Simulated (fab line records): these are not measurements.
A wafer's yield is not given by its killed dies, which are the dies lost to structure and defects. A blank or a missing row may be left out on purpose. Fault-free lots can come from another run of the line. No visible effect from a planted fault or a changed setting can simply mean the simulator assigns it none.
What tool caused it?	flow n5Finfet	11 lots with 33 wafers sampled at 4 steps, on a route of 1938 steps

## WHAT THE GAUGES SHOWED, per wafer
N5_BEOL_M0_SAQP_INSPECT_16: inspects for defects (brightfield).
lot	measured	on	rawDefectCount
L075	day 5 16:44	defectInspect-02	342 372 322
L077	day 6 07:31	defectInspect-01	503 517 404
L079	day 6 16:16	defectInspect-01	393 400 256
L082	day 7 09:41	defectInspect-02	318 467 473
L086	day 8 10:18	defectInspect-01	369 342 337
L087	day 8 16:38	defectInspect-01	384 598 585
L089	day 9 08:03	defectInspect-02	384 382 365
L091	day 9 13:37	defectInspect-01	614 600 526
L093	day 10 03:38	defectInspect-02	693 485 416
L095	day 10 18:50	defectInspect-02	603 404 607
L096	day 11 09:17	defectInspect-02	405 428 407

## WHAT TOOL EACH LOT RAN ON (gives the tool, then ch and the chambers of the sampled wafers, and finally the start)
lot	N5_MOL_CONTACT_COAG_ETCH_47	N5_MOL_CONTACT_COAG_CMP_52	N5_BEOL_M0_SAQP_PECVD_04
L075	rieDiel-06 ch 1,2, day 5 09:58	cmp-01 ch 0,1, day 5 12:09	pecvd-04 ch 0,2, day 5 16:14
L077	rieDiel-02 ch 0,2, day 5 23:18	cmp-03 ch 0,1,3, day 6 01:17	pecvd-02 ch 1,2, day 6 07:00
L079	rieDiel-01 ch 0,1,2, day 6 08:35	cmp-03 ch 0,2, day 6 10:35	pecvd-02 ch 0,2, day 6 15:37
L082	rieDiel-02 ch 1,2,3, day 7 02:23	cmp-03 ch 1,2,3, day 7 04:22	pecvd-02 ch 0,1, day 7 09:11
L086	rieDiel-01 ch 1,2,3, day 8 02:23	cmp-03 ch 0,2,3, day 8 04:47	pecvd-01 ch 0,1, day 8 09:47
L087	rieDiel-06 ch 0,1,3, day 8 08:14	cmp-03 ch 0,1,3, day 8 11:45	pecvd-02 ch 0,1, day 8 16:00
L089	rieDiel-02 ch 0,3, day 8 23:32	cmp-02 ch 0,3, day 9 01:31	pecvd-02 ch 0,2, day 9 07:25
L091	rieDiel-06 ch 1,2,3, day 9 06:43	cmp-01 ch 0,2,3, day 9 08:49	pecvd-01 ch 1,2, day 9 12:59
L093	rieDiel-01 ch 0,1,3, day 9 19:52	cmp-01 ch 1,2,3, day 9 21:52	pecvd-01 ch 1,2, day 10 02:56
L095	rieDiel-02 ch 1,2,3, day 10 10:49	cmp-02 ch 0,1,2, day 10 12:52	pecvd-04 ch 0,1,2, day 10 18:20
L096	rieDiel-01 ch 0,3, day 10 23:18	cmp-03 ch 0,3, day 11 01:17	pecvd-01 ch 0,1,2, day 11 08:38
- N5_MOL_CONTACT_COAG_ETCH_47: etches SiNx in CH3F/O2, stops on W, target depth 27 nm.
- N5_MOL_CONTACT_COAG_CMP_52: polishes, stops on SiO2, t overpolish 1.5 s, target thk 66.5 nm.
- N5_BEOL_M0_SAQP_PECVD_04: deposits a-Si from SiH4/He, target thk 60 nm, time 60.2 s.

## THE ANSWER, worked out from the rows above alone
Rule: the usual values come from the lots themselves. Put in order of their means at a reading, lots are off if they are a third of the lots or fewer, leave a main group of 4 or more, and stand apart from it by a gap of 3 or more times the standard deviation of the main group's means; of several such gaps the widest counts. The tables above print the reading to a certain number of digits; a main group whose means all agree to those digits is not used. A lot without any number at a reading at which 4 lots or more have one is off too. Any other lot the step has rows for is counted as sound.
None of the lots is off at any reading shown; this tells nothing.

## WHAT WAS PUT IN BY THE SIMULATOR
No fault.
